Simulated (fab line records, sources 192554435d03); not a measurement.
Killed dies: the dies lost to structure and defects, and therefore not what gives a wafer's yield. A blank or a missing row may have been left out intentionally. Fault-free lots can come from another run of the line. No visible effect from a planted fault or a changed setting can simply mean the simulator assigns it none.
fab line records :: flow n5_finfet
[record]
  lots = 12
  wafers = 35
  last_day = 17
route steps=1938 shown BEOL_M10@1521 BEOL_M11@1536
lots with no fault: from the same line, run without faults
start_h: hours from the record's opening day to when the first of the lot's shown wafers began :: wait_h: hours since the lot's step before :: " as in the row above :: L1.1+2: a row that stands for several wafers :: - value missing, or start not given :: * or withheld: withheld :: < > ~ a bound
route shown NAME@n: a module of which the file shows steps, and the number in the route of the first :: usual: mean/standard deviation taken from wafers without a fault :: same: alike in all rows :: chamber/n: place in a boat :: sites: readings site by site :: _std_site: the values' standard deviation :: _edge_site: mean of outer sites minus mean of inner sites :: radius_mm: for every site, how far away it sits from the centre of the wafer :: mask NAME#n: copy n :: behind: the last tool/chamber to shape the wafer :: hold: what put the lot on hold/how long, in hours/how the hold closed :: device: names the non-switching transistor (n, p or np) :: end of line: at the end of the route, the tests of the same wafers :: a step with no rows: only its recipe :: killed: dies lost to structure and defects at the first sort, not the wafer's yield :: map: a wafer's dies, x killed, . not, _ none there
set.NAME: the run value of the setting; set.NAME@STEP: its run value at that earlier step :: model.NAME: the simulator's own value behind a step, which no gauge read
route steps across a sampled set of lots; one table per step, one row per wafer
services: from which hour (start_h, from the record's first day; less than 0 if before it) a tool's chamber was out of use, for how many hours, and why
[[steps]]
[step N5_BEOL_M10_CURE_72]
[recipe]
  temp_c = 370
  time_s = 120
  ambient = DMADMS/He
  material = SiCOH_lowk
[usual]
  lamp_power_pct = 52.32/0.056
  wafer_temp_C_max = 371.9/0.54
lot.wafer: L535.1
tool: uv_cure-03
chamber: 2
start_h: 214.69
wait_h: 0.3
lamp_power_pct: 52.25
wafer_temp_C_max: 371.7

lot.wafer: L535.2
tool: uv_cure-03
chamber: 2
start_h: 214.69
wait_h: 0.3
lamp_power_pct: 52.35
wafer_temp_C_max: 371.5

lot.wafer: L535.3
tool: uv_cure-03
chamber: 2
start_h: 214.69
wait_h: 0.3
lamp_power_pct: 52.19
wafer_temp_C_max: 372.0

lot.wafer: L537.2
tool: uv_cure-03
chamber: 2
start_h: 230.57
wait_h: 0.7
lamp_power_pct: 52.33
wafer_temp_C_max: 372.2

lot.wafer: L537.5
tool: uv_cure-03
chamber: 2
start_h: 230.57
wait_h: 0.7
lamp_power_pct: 52.25
wafer_temp_C_max: 371.9

lot.wafer: L537.6
tool: uv_cure-03
chamber: 2
start_h: 230.57
wait_h: 0.7
lamp_power_pct: 52.23
wafer_temp_C_max: 372.2

lot.wafer: L538.1
tool: uv_cure-03
chamber: 1
start_h: 230.82
wait_h: 1.0
lamp_power_pct: 52.46
wafer_temp_C_max: 371.3

lot.wafer: L538.2
tool: uv_cure-03
chamber: 1
start_h: 230.82
wait_h: 1.0
lamp_power_pct: 52.37
wafer_temp_C_max: 370.8

lot.wafer: L538.5
tool: uv_cure-03
chamber: 1
start_h: 230.82
wait_h: 1.0
lamp_power_pct: 52.33
wafer_temp_C_max: 371.3

lot.wafer: L543.2
tool: uv_cure-01
chamber: 0
start_h: 260.32
wait_h: 0.1
lamp_power_pct: 52.35
wafer_temp_C_max: 373.0

lot.wafer: L543.3
tool: uv_cure-01
chamber: 0
start_h: 260.32
wait_h: 0.1
lamp_power_pct: 52.41
wafer_temp_C_max: 371.8

lot.wafer: L543.6
tool: uv_cure-01
chamber: 0
start_h: 260.32
wait_h: 0.1
lamp_power_pct: 52.26
wafer_temp_C_max: 372.2

lot.wafer: L544.3
tool: uv_cure-02
chamber: 0
start_h: 265.62
wait_h: 0.2
lamp_power_pct: 52.35
wafer_temp_C_max: 372.0

lot.wafer: L544.4
tool: uv_cure-02
chamber: 0
start_h: 265.62
wait_h: 0.2
lamp_power_pct: 52.38
wafer_temp_C_max: 372.6

lot.wafer: L544.5
tool: uv_cure-02
chamber: 0
start_h: 265.62
wait_h: 0.2
lamp_power_pct: 52.31
wafer_temp_C_max: 372.5

lot.wafer: L549.2
tool: uv_cure-01
chamber: 0
start_h: 297.06
wait_h: 0.1
lamp_power_pct: 52.30
wafer_temp_C_max: 372.3

lot.wafer: L549.4
tool: uv_cure-01
chamber: 0
start_h: 297.06
wait_h: 0.1
lamp_power_pct: 52.27
wafer_temp_C_max: 372.5

lot.wafer: L549.6
tool: uv_cure-01
chamber: 0
start_h: 297.06
wait_h: 0.1
lamp_power_pct: 52.25
wafer_temp_C_max: 373.0

lot.wafer: L550.2
tool: uv_cure-03
chamber: 1
start_h: 297.10
wait_h: 0.1
lamp_power_pct: 52.23
wafer_temp_C_max: 370.4

lot.wafer: L550.3
tool: uv_cure-03
chamber: 1
start_h: 297.10
wait_h: 0.1
lamp_power_pct: 52.37
wafer_temp_C_max: 370.9

lot.wafer: L550.6
tool: uv_cure-03
chamber: 1
start_h: 297.10
wait_h: 0.1
lamp_power_pct: 52.35
wafer_temp_C_max: 370.9

lot.wafer: L552.1
tool: uv_cure-03
chamber: 2
start_h: 322.21
wait_h: 0.0
lamp_power_pct: 52.36
wafer_temp_C_max: 372.1

lot.wafer: L552.2
tool: uv_cure-03
chamber: 2
start_h: 322.21
wait_h: 0.0
lamp_power_pct: 52.34
wafer_temp_C_max: 371.6

lot.wafer: L554.1
tool: uv_cure-02
chamber: 1
start_h: 328.45
wait_h: 0.0
lamp_power_pct: 52.39
wafer_temp_C_max: 373.0

lot.wafer: L554.3
tool: uv_cure-02
chamber: 1
start_h: 328.45
wait_h: 0.0
lamp_power_pct: 52.41
wafer_temp_C_max: 372.9

lot.wafer: L554.4
tool: uv_cure-02
chamber: 1
start_h: 328.45
wait_h: 0.0
lamp_power_pct: 52.33
wafer_temp_C_max: 372.8

lot.wafer: L555.4
tool: uv_cure-02
chamber: 1
start_h: 338.75
wait_h: 0.6
lamp_power_pct: 52.32
wafer_temp_C_max: 371.9

lot.wafer: L555.5
tool: uv_cure-02
chamber: 1
start_h: 338.75
wait_h: 0.6
lamp_power_pct: 52.25
wafer_temp_C_max: 371.9

lot.wafer: L555.6
tool: uv_cure-02
chamber: 1
start_h: 338.75
wait_h: 0.6
lamp_power_pct: 52.24
wafer_temp_C_max: 372.4

lot.wafer: L558.3
tool: uv_cure-01
chamber: 2
start_h: 351.90
wait_h: 0.2
lamp_power_pct: 52.29
wafer_temp_C_max: 371.6

lot.wafer: L558.4
tool: uv_cure-01
chamber: 2
start_h: 351.90
wait_h: 0.2
lamp_power_pct: 52.29
wafer_temp_C_max: 371.5

lot.wafer: L558.6
tool: uv_cure-01
chamber: 2
start_h: 351.90
wait_h: 0.2
lamp_power_pct: 52.22
wafer_temp_C_max: 371.5

lot.wafer: L557.1
tool: uv_cure-02
chamber: 1
start_h: 354.15
wait_h: 0.0
lamp_power_pct: 52.31
wafer_temp_C_max: 372.3

lot.wafer: L557.2
tool: uv_cure-02
chamber: 1
start_h: 354.15
wait_h: 0.0
lamp_power_pct: 52.39
wafer_temp_C_max: 372.3

lot.wafer: L557.3
tool: uv_cure-02
chamber: 1
start_h: 354.15
wait_h: 0.0
lamp_power_pct: 52.35
wafer_temp_C_max: 372.1
[step N5_BEOL_M10_ANNEAL_51]
[recipe]
  temp_c = 225
  time_s = 90
  ambient = N2
[usual]
  wafer_temp_C_max = 226.2/0.57
lot.wafer: L535.1
tool: rtp_anneal-02
chamber: 0
start_h: 215.87
wait_h: 0.1
wafer_temp_C_max: 225.5

lot.wafer: L535.2
tool: rtp_anneal-02
chamber: 0
start_h: 215.87
wait_h: 0.1
wafer_temp_C_max: 225.4

lot.wafer: L535.3
tool: rtp_anneal-02
chamber: 0
start_h: 215.87
wait_h: 0.1
wafer_temp_C_max: 225.4

lot.wafer: L538.1
tool: rtp_anneal-01
chamber: 0
start_h: 233.66
wait_h: 0.1
wafer_temp_C_max: 226.7

lot.wafer: L538.2
tool: rtp_anneal-01
chamber: 0
start_h: 233.66
wait_h: 0.1
wafer_temp_C_max: 226.7

lot.wafer: L538.5
tool: rtp_anneal-01
chamber: 0
start_h: 233.66
wait_h: 0.1
wafer_temp_C_max: 227.2

lot.wafer: L537.2
tool: rtp_anneal-02
chamber: 0
start_h: 233.79
wait_h: 0.1
wafer_temp_C_max: 225.7

lot.wafer: L537.5
tool: rtp_anneal-02
chamber: 0
start_h: 233.79
wait_h: 0.1
wafer_temp_C_max: 225.7

lot.wafer: L537.6
tool: rtp_anneal-02
chamber: 0
start_h: 233.79
wait_h: 0.1
wafer_temp_C_max: 225.3

lot.wafer: L543.2
tool: rtp_anneal-01
chamber: 0
start_h: 261.75
wait_h: 0.1
wafer_temp_C_max: 226.6

lot.wafer: L543.3
tool: rtp_anneal-01
chamber: 0
start_h: 261.75
wait_h: 0.1
wafer_temp_C_max: 226.4

lot.wafer: L543.6
tool: rtp_anneal-01
chamber: 0
start_h: 261.75
wait_h: 0.1
wafer_temp_C_max: 226.6

lot.wafer: L544.3
tool: rtp_anneal-01
chamber: 0
start_h: 267.42
wait_h: 0.5
wafer_temp_C_max: 227.5

lot.wafer: L544.4
tool: rtp_anneal-01
chamber: 0
start_h: 267.42
wait_h: 0.5
wafer_temp_C_max: 226.7

lot.wafer: L544.5
tool: rtp_anneal-01
chamber: 0
start_h: 267.42
wait_h: 0.5
wafer_temp_C_max: 226.7

lot.wafer: L549.2
tool: rtp_anneal-02
chamber: 0
start_h: 299.21
wait_h: 0.2
wafer_temp_C_max: 225.8

lot.wafer: L549.4
tool: rtp_anneal-02
chamber: 0
start_h: 299.21
wait_h: 0.2
wafer_temp_C_max: 226.0

lot.wafer: L549.6
tool: rtp_anneal-02
chamber: 0
start_h: 299.21
wait_h: 0.2
wafer_temp_C_max: 225.7

lot.wafer: L550.2
tool: rtp_anneal-01
chamber: 0
start_h: 299.36
wait_h: 0.2
wafer_temp_C_max: 226.7

lot.wafer: L550.3
tool: rtp_anneal-01
chamber: 0
start_h: 299.36
wait_h: 0.2
wafer_temp_C_max: 226.5

lot.wafer: L550.6
tool: rtp_anneal-01
chamber: 0
start_h: 299.36
wait_h: 0.2
wafer_temp_C_max: 227.0

lot.wafer: L552.1
tool: rtp_anneal-02
chamber: 0
start_h: 323.90
wait_h: 0.1
wafer_temp_C_max: 225.6

lot.wafer: L552.2
tool: rtp_anneal-02
chamber: 0
start_h: 323.90
wait_h: 0.1
wafer_temp_C_max: 225.9

lot.wafer: L554.1
tool: rtp_anneal-01
chamber: 0
start_h: 331.08
wait_h: 0.2
wafer_temp_C_max: 227.2

lot.wafer: L554.3
tool: rtp_anneal-01
chamber: 0
start_h: 331.08
wait_h: 0.2
wafer_temp_C_max: 226.4

lot.wafer: L554.4
tool: rtp_anneal-01
chamber: 0
start_h: 331.08
wait_h: 0.2
wafer_temp_C_max: 226.5

lot.wafer: L555.4
tool: rtp_anneal-01
chamber: 0
start_h: 340.40
wait_h: 0.2
wafer_temp_C_max: 227.1

lot.wafer: L555.5
tool: rtp_anneal-01
chamber: 0
start_h: 340.40
wait_h: 0.2
wafer_temp_C_max: 226.9

lot.wafer: L555.6
tool: rtp_anneal-01
chamber: 0
start_h: 340.40
wait_h: 0.2
wafer_temp_C_max: 226.7

lot.wafer: L558.3
tool: rtp_anneal-01
chamber: 0
start_h: 353.52
wait_h: 0.1
wafer_temp_C_max: 227.1

lot.wafer: L558.4
tool: rtp_anneal-01
chamber: 0
start_h: 353.52
wait_h: 0.1
wafer_temp_C_max: 226.7

lot.wafer: L558.6
tool: rtp_anneal-01
chamber: 0
start_h: 353.52
wait_h: 0.1
wafer_temp_C_max: 227.0

lot.wafer: L557.1
tool: rtp_anneal-01
chamber: 0
start_h: 356.86
wait_h: 0.1
wafer_temp_C_max: 226.3

lot.wafer: L557.2
tool: rtp_anneal-01
chamber: 0
start_h: 356.86
wait_h: 0.1
wafer_temp_C_max: 226.7

lot.wafer: L557.3
tool: rtp_anneal-01
chamber: 0
start_h: 356.86
wait_h: 0.1
wafer_temp_C_max: 226.5
[step N5_BEOL_M11_ILD_DEP_00]
[recipe]
  material = SiCOH_lowk
  target_thk_a = 3085.1
  temp_c = 300
  precursor = DEMS/porogen
  pressure_torr = 5
  rf_w = 500
  time_s = 58
[usual]
  heater_power_w = 324/32
  showerhead_plenum_p_Torr = 5.731/0.016
  throttle_valve_pct = 13.8/0.83
lot.wafer: L535.1
tool: pecvd-03
chamber: 1
start_h: 216.66
wait_h: 0.0
heater_power_w: 361
showerhead_plenum_p_Torr: 5.745
throttle_valve_pct: 14.4

lot.wafer: L535.2
tool: pecvd-03
chamber: 2
start_h: 216.66
wait_h: 0.0
heater_power_w: 312
showerhead_plenum_p_Torr: 5.718
throttle_valve_pct: 13.8

lot.wafer: L535.3
tool: pecvd-03
chamber: 0
start_h: 216.66
wait_h: 0.0
heater_power_w: 303
showerhead_plenum_p_Torr: 5.764
throttle_valve_pct: 13.5

lot.wafer: L538.1
tool: pecvd-03
chamber: 0
start_h: 234.47
wait_h: 0.0
heater_power_w: 379
showerhead_plenum_p_Torr: 5.749
throttle_valve_pct: 13.6

lot.wafer: L538.2
tool: pecvd-03
chamber: 1
start_h: 234.47
wait_h: 0.0
heater_power_w: 356
showerhead_plenum_p_Torr: 5.741
throttle_valve_pct: 14.8

lot.wafer: L538.5
tool: pecvd-03
chamber: 1
start_h: 234.47
wait_h: 0.0
heater_power_w: 350
showerhead_plenum_p_Torr: 5.744
throttle_valve_pct: 14.8

lot.wafer: L537.2
tool: pecvd-04
chamber: 0
start_h: 234.58
wait_h: 0.0
heater_power_w: 268
showerhead_plenum_p_Torr: 5.736
throttle_valve_pct: 15.0

lot.wafer: L537.5
tool: pecvd-04
chamber: 1
start_h: 234.58
wait_h: 0.0
heater_power_w: 317
showerhead_plenum_p_Torr: 5.729
throttle_valve_pct: 13.9

lot.wafer: L537.6
tool: pecvd-04
chamber: 0
start_h: 234.58
wait_h: 0.0
heater_power_w: 283
showerhead_plenum_p_Torr: 5.726
throttle_valve_pct: 14.7

lot.wafer: L543.2
tool: pecvd-03
chamber: 2
start_h: 262.49
wait_h: 0.0
heater_power_w: 278
showerhead_plenum_p_Torr: 5.727
throttle_valve_pct: 13.8

lot.wafer: L543.3
tool: pecvd-03
chamber: 0
start_h: 262.49
wait_h: 0.0
heater_power_w: 338
showerhead_plenum_p_Torr: 5.751
throttle_valve_pct: 13.5

lot.wafer: L543.6
tool: pecvd-03
chamber: 2
start_h: 262.49
wait_h: 0.0
heater_power_w: 298
showerhead_plenum_p_Torr: 5.723
throttle_valve_pct: 14.1

lot.wafer: L544.3
tool: pecvd-04
chamber: 1
start_h: 268.31
wait_h: 0.0
heater_power_w: 321
showerhead_plenum_p_Torr: 5.746
throttle_valve_pct: 13.8

lot.wafer: L544.4
tool: pecvd-04
chamber: 1
start_h: 268.31
wait_h: 0.0
heater_power_w: 320
showerhead_plenum_p_Torr: 5.738
throttle_valve_pct: 14.1

lot.wafer: L544.5
tool: pecvd-04
chamber: 0
start_h: 268.31
wait_h: 0.0
heater_power_w: 306
showerhead_plenum_p_Torr: 5.726
throttle_valve_pct: 15.1

lot.wafer: L549.2
tool: pecvd-02
chamber: 2
start_h: 299.95
wait_h: 0.0
heater_power_w: 260
showerhead_plenum_p_Torr: 5.711
throttle_valve_pct: 12.7

lot.wafer: L549.4
tool: pecvd-02
chamber: 0
start_h: 299.95
wait_h: 0.0
heater_power_w: 350
showerhead_plenum_p_Torr: 5.732
throttle_valve_pct: 13.2

lot.wafer: L549.6
tool: pecvd-02
chamber: 1
start_h: 299.95
wait_h: 0.0
heater_power_w: 332
showerhead_plenum_p_Torr: 5.738
throttle_valve_pct: 14.5

lot.wafer: L550.2
tool: pecvd-03
chamber: 2
start_h: 300.11
wait_h: 0.0
heater_power_w: 323
showerhead_plenum_p_Torr: 5.718
throttle_valve_pct: 14.3

lot.wafer: L550.3
tool: pecvd-03
chamber: 0
start_h: 300.11
wait_h: 0.0
heater_power_w: 324
showerhead_plenum_p_Torr: 5.771
throttle_valve_pct: 13.5

lot.wafer: L550.6
tool: pecvd-03
chamber: 2
start_h: 300.11
wait_h: 0.0
heater_power_w: 339
showerhead_plenum_p_Torr: 5.706
throttle_valve_pct: 14.1

lot.wafer: L552.1
tool: pecvd-04
chamber: 1
start_h: 324.69
wait_h: 0.0
heater_power_w: 329
showerhead_plenum_p_Torr: 5.726
throttle_valve_pct: 14.0

lot.wafer: L552.2
tool: pecvd-04
chamber: 2
start_h: 324.69
wait_h: 0.0
heater_power_w: 285
showerhead_plenum_p_Torr: 5.727
throttle_valve_pct: 12.9

lot.wafer: L554.1
tool: pecvd-02
chamber: 2
start_h: 331.98
wait_h: 0.0
heater_power_w: 295
showerhead_plenum_p_Torr: 5.712
throttle_valve_pct: 12.8

lot.wafer: L554.3
tool: pecvd-02
chamber: 1
start_h: 331.98
wait_h: 0.0
heater_power_w: 358
showerhead_plenum_p_Torr: 5.705
throttle_valve_pct: 14.3

lot.wafer: L554.4
tool: pecvd-02
chamber: 2
start_h: 331.98
wait_h: 0.0
heater_power_w: 313
showerhead_plenum_p_Torr: 5.699
throttle_valve_pct: 12.4

lot.wafer: L555.4
tool: pecvd-03
chamber: 2
start_h: 341.09
wait_h: 0.1
heater_power_w: 321
showerhead_plenum_p_Torr: 5.714
throttle_valve_pct: 13.9

lot.wafer: L555.5
tool: pecvd-03
chamber: 1
start_h: 341.09
wait_h: 0.1
heater_power_w: 344
showerhead_plenum_p_Torr: 5.744
throttle_valve_pct: 14.9

lot.wafer: L555.6
tool: pecvd-03
chamber: 0
start_h: 341.09
wait_h: 0.1
heater_power_w: 374
showerhead_plenum_p_Torr: 5.761
throttle_valve_pct: 13.6

lot.wafer: L558.3
tool: pecvd-04
chamber: 2
start_h: 354.22
wait_h: 0.0
heater_power_w: 314
showerhead_plenum_p_Torr: 5.733
throttle_valve_pct: 12.8

lot.wafer: L558.4
tool: pecvd-04
chamber: 1
start_h: 354.22
wait_h: 0.0
heater_power_w: 301
showerhead_plenum_p_Torr: 5.726
throttle_valve_pct: 13.5

lot.wafer: L558.6
tool: pecvd-04
chamber: 0
start_h: 354.22
wait_h: 0.0
heater_power_w: 311
showerhead_plenum_p_Torr: 5.730
throttle_valve_pct: 15.0

lot.wafer: L557.1
tool: pecvd-02
chamber: 2
start_h: 357.65
wait_h: 0.0
heater_power_w: 312
showerhead_plenum_p_Torr: 5.722
throttle_valve_pct: 12.5

lot.wafer: L557.2
tool: pecvd-02
chamber: 1
start_h: 357.65
wait_h: 0.0
heater_power_w: 345
showerhead_plenum_p_Torr: 5.729
throttle_valve_pct: 14.2

lot.wafer: L557.3
tool: pecvd-02
chamber: 2
start_h: 357.65
wait_h: 0.0
heater_power_w: 252
showerhead_plenum_p_Torr: 5.716
throttle_valve_pct: 12.7
[step N5_BEOL_M11_COAT_05]
[recipe]
  resist = CAR-ArF
  spin_rpm = 1500
  resist_thk_nm = 90
[usual]
  spin_speed_rpm = 1499.8/1.2
lot.wafer: L535.1
tool: litho_track-05
chamber: 0
start_h: 218.69
wait_h: -
spin_speed_rpm: 1498.8

lot.wafer: L535.2
tool: litho_track-05
chamber: 0
start_h: 218.69
wait_h: -
spin_speed_rpm: 1499.5

lot.wafer: L535.3
tool: litho_track-05
chamber: 0
start_h: 218.69
wait_h: -
spin_speed_rpm: 1499.0

lot.wafer: L538.1
tool: litho_track-02
chamber: 0
start_h: 235.58
wait_h: -
spin_speed_rpm: 1499.5

lot.wafer: L538.2
tool: litho_track-02
chamber: 0
start_h: 235.58
wait_h: -
spin_speed_rpm: 1498.0

lot.wafer: L538.5
tool: litho_track-02
chamber: 0
start_h: 235.58
wait_h: -
spin_speed_rpm: 1500.1

lot.wafer: L537.2
tool: litho_track-04
chamber: 0
start_h: 236.08
wait_h: -
spin_speed_rpm: 1500.1

lot.wafer: L537.5
tool: litho_track-04
chamber: 0
start_h: 236.08
wait_h: -
spin_speed_rpm: 1499.9

lot.wafer: L537.6
tool: litho_track-04
chamber: 0
start_h: 236.08
wait_h: -
spin_speed_rpm: 1499.0

lot.wafer: L543.2
tool: litho_track-04
chamber: 0
start_h: 265.09
wait_h: -
spin_speed_rpm: 1407.5

lot.wafer: L543.3
tool: litho_track-04
chamber: 0
start_h: 265.09
wait_h: -
spin_speed_rpm: 1411.1

lot.wafer: L543.6
tool: litho_track-04
chamber: 0
start_h: 265.09
wait_h: -
spin_speed_rpm: 1411.2

lot.wafer: L544.3
tool: litho_track-04
chamber: 0
start_h: 269.20
wait_h: -
spin_speed_rpm: 1410.3

lot.wafer: L544.4
tool: litho_track-04
chamber: 0
start_h: 269.20
wait_h: -
spin_speed_rpm: 1411.6

lot.wafer: L544.5
tool: litho_track-04
chamber: 0
start_h: 269.20
wait_h: -
spin_speed_rpm: 1409.7

lot.wafer: L549.2
tool: litho_track-02
chamber: 0
start_h: 300.78
wait_h: -
spin_speed_rpm: 1499.0

lot.wafer: L549.4
tool: litho_track-02
chamber: 0
start_h: 300.78
wait_h: -
spin_speed_rpm: 1499.4

lot.wafer: L549.6
tool: litho_track-02
chamber: 0
start_h: 300.78
wait_h: -
spin_speed_rpm: 1498.1

lot.wafer: L550.2
tool: litho_track-02
chamber: 0
start_h: 303.12
wait_h: -
spin_speed_rpm: 1499.4

lot.wafer: L550.3
tool: litho_track-02
chamber: 0
start_h: 303.12
wait_h: -
spin_speed_rpm: 1500.0

lot.wafer: L550.6
tool: litho_track-02
chamber: 0
start_h: 303.12
wait_h: -
spin_speed_rpm: 1499.8

lot.wafer: L552.1
tool: litho_track-02
chamber: 0
start_h: 328.02
wait_h: -
spin_speed_rpm: 1499.2

lot.wafer: L552.2
tool: litho_track-02
chamber: 0
start_h: 328.02
wait_h: -
spin_speed_rpm: 1499.3

lot.wafer: L554.1
tool: litho_track-02
chamber: 0
start_h: 334.84
wait_h: -
spin_speed_rpm: 1499.1

lot.wafer: L554.3
tool: litho_track-02
chamber: 0
start_h: 334.84
wait_h: -
spin_speed_rpm: 1499.8

lot.wafer: L554.4
tool: litho_track-02
chamber: 0
start_h: 334.84
wait_h: -
spin_speed_rpm: 1500.2

lot.wafer: L555.4
tool: litho_track-05
chamber: 0
start_h: 342.65
wait_h: -
spin_speed_rpm: 1500.8

lot.wafer: L555.5
tool: litho_track-05
chamber: 0
start_h: 342.65
wait_h: -
spin_speed_rpm: 1502.7

lot.wafer: L555.6
tool: litho_track-05
chamber: 0
start_h: 342.65
wait_h: -
spin_speed_rpm: 1497.6

lot.wafer: L558.3
tool: litho_track-04
chamber: 0
start_h: 356.33
wait_h: -
spin_speed_rpm: 1499.0

lot.wafer: L558.4
tool: litho_track-04
chamber: 0
start_h: 356.33
wait_h: -
spin_speed_rpm: 1499.9

lot.wafer: L558.6
tool: litho_track-04
chamber: 0
start_h: 356.33
wait_h: -
spin_speed_rpm: 1501.3

lot.wafer: L557.1
tool: litho_track-05
chamber: 0
start_h: 359.67
wait_h: -
spin_speed_rpm: 1501.0

lot.wafer: L557.2
tool: litho_track-05
chamber: 0
start_h: 359.67
wait_h: -
spin_speed_rpm: 1500.3

lot.wafer: L557.3
tool: litho_track-05
chamber: 0
start_h: 359.67
wait_h: -
spin_speed_rpm: 1501.3
[[services]]
tool: pecvd-02
chamber: 1
start_h: 195.84
hours: 18.6
kind: repair

tool: pecvd-03
chamber: 1
start_h: 204.64
hours: 2.1
kind: scheduled_down

tool: pecvd-04
chamber: 2
start_h: 226.18
hours: 5.5
kind: scheduled_down

tool: uv_cure-01
chamber: -
start_h: 226.58
hours: 28.1
kind: pm

tool: pecvd-03
chamber: -
start_h: 254.60
hours: 0.9
kind: repair

tool: uv_cure-01
chamber: -
start_h: 254.68
hours: 1.0
kind: pm

tool: pecvd-04
chamber: 1
start_h: 258.07
hours: 2.8
kind: repair

tool: uv_cure-03
chamber: -
start_h: 269.52
hours: 7.5
kind: pm

tool: pecvd-04
chamber: -
start_h: 277.54
hours: 5.4
kind: repair

tool: uv_cure-01
chamber: -
start_h: 284.06
hours: 7.5
kind: pm

tool: litho_track-04
chamber: -
start_h: 287.35
hours: -
kind: consumable_replace:filter

tool: uv_cure-02
chamber: -
start_h: 296.95
hours: 4.5
kind: pm

tool: pecvd-03
chamber: 1
start_h: 308.67
hours: 4.0
kind: repair

tool: pecvd-02
chamber: -
start_h: 317.75
hours: 2.8
kind: pm

tool: pecvd-03
chamber: -
start_h: 321.24
hours: 0.5
kind: repair

tool: uv_cure-02
chamber: -
start_h: 345.33
hours: 0.3
kind: repair

tool: pecvd-02
chamber: 0
start_h: 345.35
hours: 15.8
kind: repair

tool: pecvd-03
chamber: 1
start_h: 349.27
hours: 5.5
kind: scheduled_down

tool: pecvd-04
chamber: -
start_h: 357.99
hours: 6.0
kind: pm

tool: pecvd-02
chamber: -
start_h: 358.11
hours: 0.8
kind: pm

tool: uv_cure-03
chamber: -
start_h: 358.37
hours: 0.4
kind: repair
[[key]]
[first_sign]
  step = N5_BEOL_M11_COAT_05
  reading = spin_speed_rpm
  direction = down
  sigmas = 78
  usual = *
  struck = *
effect none on later readings
met_at N5_BEOL_M11_COAT_05
struck_lots L543,L544
not_acting_at N5_BEOL_M10_CURE_72,N5_BEOL_M10_ANNEAL_51,N5_BEOL_M11_ILD_DEP_00
onset_between 236.08 265.09
[fault]
  kind = process_parameter_drift
  tool = litho_track-04
  chamber = -
  onset_h = 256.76
  steps = N5_BEOL_M11_COAT_05
  channel = spin_rpm
  offset = *
  shape = step
  end_h = 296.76
  acts_in = *
  stated = *
